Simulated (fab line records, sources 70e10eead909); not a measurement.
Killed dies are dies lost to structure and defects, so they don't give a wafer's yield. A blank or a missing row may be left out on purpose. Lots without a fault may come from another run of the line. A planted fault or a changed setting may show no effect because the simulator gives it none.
fab line records | flow nand_harc
record lots=14 wafers=41 last_day=34
route steps=1302 shown A_SLIT@923 A_BONDPAD@1230 THIN_TSV@1263 END@1302
lots that met no fault: from a run of the same line without faults
start_h: hours from the record's first day to the start of the lot's first wafer shown | wait_h: hours since the lot's step before | " the same as in the row above | L1.1+2: a row that stands for several wafers | - no value, or no start given | * or withheld: withheld | < > ~ a bound
route shown NAME@n: a module of which the file shows steps, and the number in the route of the first | usual: mean/standard deviation of fault-free wafers | same: alike in all rows | chamber/n: place in a boat | sites: the reading at each site | _std_site: their standard deviation | _edge_site: outer sites' mean less inner sites' | radius_mm: how far each site lies from the wafer's centre | mask NAME#n: copy n | behind: the tool/chamber that last shaped the wafer | hold: why the lot was held/for how many hours/how that ended | device: the transistor (n, p or np) that didn't switch | end of line: the same wafers' tests at the end of the route | a step without rows: its recipe alone | killed: dies lost to structure and defects at the first sort, not the wafer's yield | map: a wafer's dies, x killed, . not, _ none there
set.NAME: the setting as run; set.NAME@STEP: as run at that earlier step | model.NAME: the simulator's own value behind a step, which no gauge read
steps of the route over a sample of lots; a table a step, a row a wafer
services: from which hour (start_h, from the record's first day; less than 0 if before it) a tool's chamber was out of use, for how many hours, and why
## steps
# step NHARC_A_SLIT_DEP_00
# recipe target_thk_a=62000 temp_c=400 material=aC
# usual throttle_valve_pct=35.000/0.0086
# columns lot.wafer tool chamber start_h wait_h throttle_valve_pct
L189.3 acl_dep-02 0 457.36 - 35.010
L189.5 " 0 458.62 - 34.995
L189.6 " 0 " " 34.998
L188.1 acl_dep-01 0 457.95 - 35.006
L188.2 " 0 " " 35.018
L188.5 " 0 460.49 - 34.999
L191.2 acl_dep-02 0 471.49 - 34.997
L191.3 " 0 " " 34.979
L191.6 " 0 474.01 - 34.992
L192.2 acl_dep-01 0 490.02 - 34.992
L192.4 " 0 491.27 - 35.004
L192.5 " 0 " " 34.997
L193.3 acl_dep-02 0 505.64 - 35.000
L193.4 " 0 " " 34.998
L193.5 " 0 " " 35.004
L194.3 acl_dep-03 0 515.78 - 35.007
L194.5 " 0 517.04 - 35.008
L194.6 " 0 " " 35.001
L200.4 acl_dep-02 0 575.04 - 34.995
L200.5 " 0 " " 35.010
L202.1 acl_dep-02 0 587.89 - 35.000
L202.4 " 0 589.75 - 34.999
L202.5 " 0 " " 34.991
L204.1 acl_dep-02 0 594.47 - 35.010
L204.2 " 0 " " 35.007
L204.3 " 0 " " 34.994
L206.1 acl_dep-03 0 615.40 - 34.999
L206.2 " 0 " " 34.988
L206.5 " 0 617.93 - 34.999
L208.1 acl_dep-02 0 647.64 - 35.025
L208.3 " 0 648.90 - 34.997
L208.4 " 0 " " 34.991
L207.2 acl_dep-03 0 648.49 - 35.011
L207.4 " 0 649.72 - 34.999
L207.6 " 0 650.95 - 35.011
L211.1 acl_dep-01 0 674.92 - 34.985
L211.2 " 0 " " 35.003
L211.5 " 0 677.43 - 35.010
L210.1 acl_dep-02 0 676.33 - 34.996
L210.4 " 0 678.21 - 35.007
L210.6 " 0 679.46 - 35.004
# step NHARC_A_BONDPAD_ANNEAL_28
# recipe temp_c=225 time_s=90
# usual wafer_temp_C_max=225.70/0.23
# columns lot.wafer tool chamber start_h wait_h wafer_temp_C_max
L189.3 rtp_anneal-01 0 542.90 0.3 225.69
L189.5 " 0 " " 225.49
L189.6 " 0 " " 225.63
L188.1 rtp_anneal-01 0 543.94 - 225.35
L188.2 " 0 " " 225.03
L188.5 " 0 " " 225.42
L191.2 rtp_anneal-02 0 558.00 0.3 225.76
L191.3 " 0 " " 225.98
L191.6 " 0 " " 226.05
L192.2 rtp_anneal-01 0 571.81 0.3 225.98
L192.4 " 0 " " 225.52
L192.5 " 0 " " 225.60
L193.3 rtp_anneal-02 0 593.31 - 225.42
L193.4 " 0 " " 226.28
L193.5 " 0 " " 225.89
L194.3 rtp_anneal-01 0 602.26 0.3 225.58
L194.5 " 0 " " 225.46
L194.6 " 0 " " 225.48
L200.4 rtp_anneal-02 0 655.78 0.3 225.59
L200.5 " 0 " " 225.63
L202.1 rtp_anneal-02 0 674.61 0.3 225.88
L202.4 " 0 " " 226.04
L202.5 " 0 " " 225.70
L204.1 rtp_anneal-02 0 679.33 0.3 225.48
L204.2 " 0 " " 225.59
L204.3 " 0 " " 225.71
L206.1 rtp_anneal-02 0 703.36 0.3 225.89
L206.2 " 0 " " 225.68
L206.5 " 0 " " 225.98
L208.1 rtp_anneal-02 0 731.13 - 225.88
L208.3 " 0 " " 225.66
L208.4 " 0 " " 225.41
L207.2 rtp_anneal-01 0 732.10 - 225.70
L207.4 " 0 " " 225.52
L207.6 " 0 " " 225.86
L210.1 rtp_anneal-01 0 769.35 0.3 225.58
L210.4 " 0 " " 226.03
L210.6 " 0 " " 225.38
L211.1 rtp_anneal-01 0 770.82 0.3 225.81
L211.2 " 0 " " 225.54
L211.5 " 0 " " 225.55
# step NHARC_THIN_TSV_ETCH_15
# recipe target_depth_a=30000 bosch_target_overetch_cycles=2 bosch_etch_step_s=2.8 bosch_dep_step_s=1.2 bosch_cycles=14
# usual drypump_motor_current_A=5.9/0.52
# columns lot.wafer tool chamber start_h wait_h drypump_motor_current_A rf_hours_counter_h
L189.3 rie_si-03 2 557.58 - 5.8 1.0
L189.6 " 3 " " 5.2 -
L189.5 " 0 " " 5.1 -
L188.1 rie_si-06 0 558.62 - 5.4 0.5
L188.2 " 2 " " 5.9 0.5
L188.5 " 1 " " 4.8 -
L191.3 rie_si-06 2 573.12 - 5.9 0.6
L191.2 " 3 " " 6.1 0.5
L191.6 " 3 " " 6.1 -
L192.2 rie_si-03 1 587.55 - 6.0 0
L192.4 " 2 " " 5.8 0
L192.5 " 1 " " 6.0 -
L193.4 rie_si-05 1 610.35 - 6.2 0.7
L193.3 " 2 " " 6.3 0.7
L193.5 " 3 " " 6.2 -
L194.3 rie_si-05 2 616.24 - 6.3 0.7
L194.6 " 0 " " 6.6 -
L194.5 " 1 " " 6.2 -
L200.4 rie_si-06 3 670.67 - 6.1 0.3
L200.5 " 3 " " 6.1 -
L202.4 rie_si-05 1 688.83 - 6.2 0.1
L202.1 " 3 " " 6.1 0.1
L202.5 " 0 " " 6.6 -
L204.2 rie_si-05 1 693.26 - 6.3 0.1
L204.3 " 2 " " 6.3 0.1
L204.1 " 0 " " 6.6 0.1
L206.1 rie_si-05 3 720.11 - 6.1 0.3
L206.2 " 1 " " 6.3 0.4
L206.5 " 0 " " 6.6 -
L208.3 rie_si-03 3 748.91 - 5.2 0.9
L208.1 " 0 " " 5.2 0.8
L208.4 " 2 " " 5.9 1.0
L207.2 rie_si-05 2 750.09 - 6.3 0.5
L207.4 " 1 " " 6.2 0.6
L207.6 " 3 " " 6.1 -
L211.1 rie_si-06 3 784.86 - 6.1 0.9
L211.2 " 1 " " 4.8 0.9
L211.5 " 2 " " 5.9 -
L210.4 rie_si-05 3 785.94 - 6.1 0.8
L210.1 " 2 " " 6.3 0.8
L210.6 " 0 " " 6.6 -
# step NHARC_THIN_TSV_STRIP_45
# recipe power_w=1500 temp_c=250 chemistry=O2
# usual drypump_motor_current_A=5.6/0.52 heater_power_w=318/19 rf_refl_power_W=22/6.2
# columns lot.wafer tool chamber start_h wait_h drypump_motor_current_A heater_power_w rf_hours_counter_h rf_refl_power_W
L189.3 plasma_asher-01 1 557.90 0.2 6.3 343 - 17
L189.6 " 0 " " 5.7 328 - 32
L189.5 " 1 " " 6.4 346 - 17
L188.1 plasma_asher-02 1 558.84 0.1 5.2 303 27 22
L188.2 " 0 " " 5.0 301 27 19
L188.5 " 0 " " 5.0 295 - 18
L191.2 plasma_asher-02 0 573.39 0.1 5.0 305 31 19
L191.3 " 0 " " 5.0 300 - 19
L191.6 " 1 " " 5.2 295 - 22
L192.2 plasma_asher-01 0 587.77 0.1 5.7 339 14 -
L192.4 " 1 " " 6.4 346 - -
L192.5 " 0 " " 5.7 336 - -
L193.4 plasma_asher-01 0 610.82 0.3 5.7 324 - 32
L193.3 " 1 " " 6.4 344 - 16
L193.5 " 1 " " 6.3 344 - 15
L194.3 plasma_asher-01 1 616.57 0.2 6.3 338 - 17
L194.6 " 0 " " 5.7 341 - 32
L194.5 " 1 " " 6.3 350 - 17
L200.4 plasma_asher-02 0 670.98 0.2 5.0 297 - -
L200.5 " 1 " " 5.2 294 - -
L202.1 plasma_asher-02 1 689.04 0.1 5.2 291 15 22
L202.4 " 0 " " 5.0 316 - 18
L202.5 " 1 " " 5.2 298 - 21
L204.1 plasma_asher-02 1 693.48 0.1 5.2 291 15 22
L204.2 " 0 " " 5.0 308 15 18
L204.3 " 0 " " 5.0 305 - 18
L206.1 plasma_asher-02 0 720.33 0.1 5.0 301 23 18
L206.2 " 1 " " 5.2 289 23 22
L206.5 " 0 " " 5.0 303 - 18
L208.1 plasma_asher-01 0 749.13 0.1 5.7 322 8 -
L208.3 " 0 " " 5.7 325 - -
L208.4 " 1 " " 6.4 322 - -
L207.2 plasma_asher-02 1 750.35 0.1 5.2 293 28 22
L207.4 " 1 " " 5.2 297 - 22
L207.6 " 0 " " 5.0 300 - 18
L211.1 plasma_asher-01 1 785.08 0.1 6.3 329 16 16
L211.2 " 0 " " 5.7 324 16 32
L211.5 " 0 " " 5.7 326 - 30
L210.1 plasma_asher-01 1 786.91 0.8 6.4 318 17 17
L210.4 " 1 " " 6.4 318 - 16
L210.6 " 1 " " 6.3 319 - 16
# step NHARC_END_SORT_01
# recipe temp_c=25
# usual killed_at_array=55/17 killed_at_other=1.1/1.6 killed_at_periphery=3.8/2.5 killed_dies=60/18 killed_open=3.3/1.9 killed_short=2.5/1.7
# same gross_dies=677
# columns lot.wafer tool chamber start_h wait_h killed_at_array killed_at_other killed_at_periphery killed_dies killed_open killed_short
L200.4 prober-02 0 689.28 3.4 329 0 5 334 1 0
L200.5 prober-02 0 690.09 3.7 65 0 2 67 1 3
L202.1 prober-01 0 703.56 2.5 191 1 5 197 4 5
L202.4 prober-01 0 705.92 3.4 159 1 4 164 6 0
L202.5 prober-01 0 706.70 3.6 48 1 2 51 0 3
L204.1 prober-02 0 707.68 2.5 260 0 5 265 5 1
L204.2 prober-02 0 708.49 2.8 55 0 11 66 3 2
L204.3 prober-02 0 709.29 3.1 54 0 11 65 7 2
# killed by level:class
L200.4 A_SLIT:area_dep=264 A_SLIT:chamber_film_flake=34 A_CHANNEL_HOLE_D2:chamber_film_flake=14 A_CONTACT:chamber_film_flake=8 P_ZERO_WELL:chamber_film_flake=4 A_M0:chamber_film_flake=3 A_CHANNEL_FILL_D2:chamber_film_flake=2 A_CONTACT:geometric_particle:open=1
L200.5 A_SLIT:chamber_film_flake=30 A_CHANNEL_HOLE_D2:chamber_film_flake=19 A_CHANNEL_HOLE_D1:chamber_film_flake=4 A_SGD_CUT:chamber_film_flake=3 A_STAIRCASE:chamber_film_flake=2 A_CONTACT:chamber_film_flake=2 A_ONON_D1:geometric_particle:short=1 A_CHANNEL_FILL_D1:geometric_particle:short=1
L202.1 A_SLIT:area_dep=134 A_SLIT:chamber_film_flake=28 A_CHANNEL_FILL_D2:chamber_film_flake=5 A_CONTACT:chamber_film_flake=4 A_CHANNEL_HOLE_D1:chamber_film_flake=4 A_CHANNEL_FILL_D2:geometric_particle:open=2 A_CHANNEL_FILL_D2:geometric_particle:short=2 P_M2:chamber_film_flake=2
L202.4 A_SLIT:area_dep=105 A_SLIT:chamber_film_flake=35 A_CONTACT:chamber_film_flake=5 A_CHANNEL_HOLE_D1:chamber_film_flake=4 A_STAIRCASE:chamber_film_flake=3 P_M0:geometric_particle:open=2 A_WL_FILL:chamber_film_flake=2 P_CONTACT:geometric_particle:open=1
L202.5 A_SLIT:chamber_film_flake=30 A_CHANNEL_HOLE_D1:chamber_film_flake=5 A_CHANNEL_FILL_D2:chamber_film_flake=3 P_M2:chamber_film_flake=2 A_DECK1_JOINT:chamber_film_flake=2 A_DECK1_JOINT:geometric_particle:short=1 A_CHANNEL_FILL_D2:geometric_particle:short=1 A_WL_FILL:geometric_particle:short=1
L204.1 A_SLIT:area_dep=195 A_SLIT:chamber_film_flake=31 A_CHANNEL_HOLE_D1:chamber_film_flake=10 A_CONTACT:chamber_film_flake=4 P_M2:chamber_film_flake=3 A_DECK1_JOINT:chamber_film_flake=3 A_BONDPAD:chamber_film_flake=3 P_GATE:chamber_film_flake=2
L204.2 A_SLIT:chamber_film_flake=17 A_CHANNEL_HOLE_D1:chamber_film_flake=12 A_STAIRCASE:chamber_film_flake=8 P_GATE:chamber_film_flake=6 P_M2:chamber_film_flake=5 A_CHANNEL_FILL_D2:chamber_film_flake=5 A_CONTACT:chamber_film_flake=5 A_ZERO_WELL:chamber_film_flake=2
L204.3 A_SLIT:chamber_film_flake=16 A_CHANNEL_HOLE_D1:chamber_film_flake=12 A_STAIRCASE:chamber_film_flake=6 P_M2:chamber_film_flake=5 A_CONTACT:chamber_film_flake=5 P_CONTACT:geometric_particle:open=3 A_ZERO_WELL:chamber_film_flake=3 A_CHANNEL_FILL_D2:chamber_film_flake=2
## services
# columns tool chamber start_h hours kind
rie_si-06 - 447.24 9.0 pm
rie_si-06 0 462.88 5.0 repair
rie_si-03 - 472.45 0.4 repair
rie_si-05 - 482.00 9.0 pm
rie_si-06 3 482.49 6.6 repair
acl_dep-03 - 483.89 13.0 pm
rie_si-06 - 486.76 0.3 repair
rie_si-03 1 499.05 8.9 repair
plasma_asher-01 - 520.68 9.0 pm
rie_si-06 - 536.08 0.3 repair
plasma_asher-02 - 538.43 9.5 repair
acl_dep-01 - 550.03 13.0 pm
rie_si-03 - 575.00 9.0 pm
plasma_asher-02 - 603.15 9.0 pm
acl_dep-02 - 609.13 13.0 pm
rie_si-05 - 617.11 3.7 repair
rie_si-06 - 624.24 9.0 pm
rie_si-03 - 641.29 1.2 repair
rie_si-05 - 659.00 9.0 pm
acl_dep-03 - 666.05 13.0 pm
plasma_asher-01 - 697.68 9.0 pm
acl_dep-01 - 734.02 13.0 pm
rtp_anneal-02 - 744.09 12.0 pm
plasma_asher-02 - 780.15 9.0 pm
## key
first_sign step=NHARC_END_SORT_01 reading=killed_at_array direction=up sigmas=10 usual=55 struck=235
effect step=NHARC_END_SORT_01 reading=killed_dies direction=up sigmas=10 usual=60 struck=240
more_kills_born_at NHARC_A_SLIT_DEP_00@acl_dep-02=698
met_at NHARC_A_SLIT_DEP_00
struck_lots L200,L202,L204
struck_wafers L200.4,L202.1,L202.4,L204.1
tester_left_out L200,L202,L204
not_acting_at NHARC_A_BONDPAD_ANNEAL_28,NHARC_THIN_TSV_ETCH_15,NHARC_THIN_TSV_STRIP_45
onset_between 505.64 575.04
fault kind=process_parameter_drift tool=acl_dep-02 chamber=- onset_h=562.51 steps=NHARC_A_SLIT_DEP_00 channel=target_thk_a offset=* shape=step end_h=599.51 scope=struck_wafers_only acts_in=* stated=*
# tester_left_out: of these lots the tester's yield and bins aren't shown, on N5 and GAA mostly nor the transistor test; their killed dies are dies lost to structure and defects alone, not to doping, threshold or leakage, so they don't give the yield
